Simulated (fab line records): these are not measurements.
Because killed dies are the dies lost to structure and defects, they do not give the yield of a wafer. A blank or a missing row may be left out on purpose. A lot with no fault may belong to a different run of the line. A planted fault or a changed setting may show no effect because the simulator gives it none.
Struck lot and sound lot, side by side :: flow nand-harc :: 12 out of 1302 route steps
Sound: wafers L456.1, L456.5, L456.6. Struck: wafer L469.3 (left out: L469.1, L469.6 of the same lot, which were not struck); the cause appears at the end.
At each step with rows: each side's tool, then ch and its chambers, then its first start. Under that, the readings that differ: sound wafers :: struck wafers :: difference of the means :: sigmas: that difference in standard deviations of wafers without a fault.
alike: same words and numbers on both sides, and readings whose means sit less than 2 such deviations apart. not compared: any withheld reading, any reading some wafer has no value for, any bound like >300 that may hide the same value, and any number with overlapping values for which the record gives no deviation.
The two part at a step that has a row with sigmas, a row that says differs or no value, or rows on one side only. Numbers that have no deviation but don't overlap get no sigmas and don't part them. A reading missing from all wafers of one side parts the sides only when that side holds two or more wafers.

NHARC_A_WL_FILL_ALD_02: deposits TiN, target thk 2 nm, pulse time 3 s, ald cycles 100.
  sound on ald-metal-01 ch 0,1, day 22 04:02; struck on ald-metal-03 ch 1, day 28 00:09
reading: heater-power-w (W)
sound: 977 1003 1041
struck: 1170
difference: +163
sigmas: +2
  alike: precursor-pulse-height-rel
NHARC_A_WL_FILL_CVD_03: deposits W, target thk 40 nm, time 279 s.
  sound on cvd-w-01 ch 0,1, day 22 04:28; struck on cvd-w-01 ch 1, day 28 00:33
  alike: heater-power-w, mfc-wf6-sccm, throttle-valve-pct
then, 1 step without rows for these wafers: NHARC_A_WL_FILL_ETCHBACK_04 (etches the open film in NF3, target depth 60 nm, time 120 s).
NHARC_A_WL_FILL_ETCHBACK_05: etches the open film in Cl2/BCl3, target depth 22 nm, time 60 s.
  sound on rie-metal-02 ch 0,1, day 22 05:05; struck on rie-metal-02 ch 1, day 28 01:22
  alike: drypump-motor-current-A, oes-product-au, run-length-s
  not compared: rf-hours-counter-h
NHARC_A_WL_FILL_STRIP_27: strips in N2/H2, time 20 s.
  sound on plasma-asher-02 ch 0,1, day 22 05:14; struck on plasma-asher-01 ch 1, day 28 01:35
  alike: drypump-motor-current-A, heater-power-w, rf-refl-power-W
  not compared: rf-hours-counter-h
then, 5 steps without rows for these wafers: NHARC_A_WL_FILL_STRIP_28 (strips in post etch residue remover, time 1200 s); NHARC_A_WL_FILL_PRECLEAN_06 (cleans in DIW, time 300 s); NHARC_A_WL_FILL_SRD_07; NHARC_A_WL_FILL_ANNEAL_08 (time 1800 s); NHARC_A_WL_FILL_ALD_10 (deposits SiO2, target thk 50 nm, pulse time 10 s, ald cycles 500).
NHARC_A_WL_FILL_ETCHBACK_16: etches the open film in C4F8/O2/Ar, target depth 120 nm, time 24 s.
  sound on rie-diel-12 ch 0,2,3, day 22 14:58; struck on rie-diel-10 ch 0, day 28 12:59
reading: run-length-s (s)
sound: 45.0 44.9 45.8
struck: 49.0
difference: +3.8
sigmas: +10
  alike: bias-w, oes-product-au, rf-vpp-V
  not compared: rf-hours-counter-h
NHARC_A_WL_FILL_STRIP_29: strips in O2, time 20 s.
  sound on rie-diel-12 ch 2,3, day 22 15:02; struck on rie-diel-10 ch 3, day 28 13:05
  alike: drypump-motor-current-A, o2-flow-sccm, oes-product-au, rf-vpp-V, showerhead-plenum-p-Torr, throttle-valve-pct
  not compared: rf-hours-counter-h

== WHERE THEY PART ==
At NHARC_A_WL_FILL_ALD_02 first; at NHARC_A_WL_FILL_ETCHBACK_16 last (within this record only). Later steps at which nothing parts them and some readings are alike: NHARC_A_WL_FILL_STRIP_29.

WHY: whatever the simulator had introduced
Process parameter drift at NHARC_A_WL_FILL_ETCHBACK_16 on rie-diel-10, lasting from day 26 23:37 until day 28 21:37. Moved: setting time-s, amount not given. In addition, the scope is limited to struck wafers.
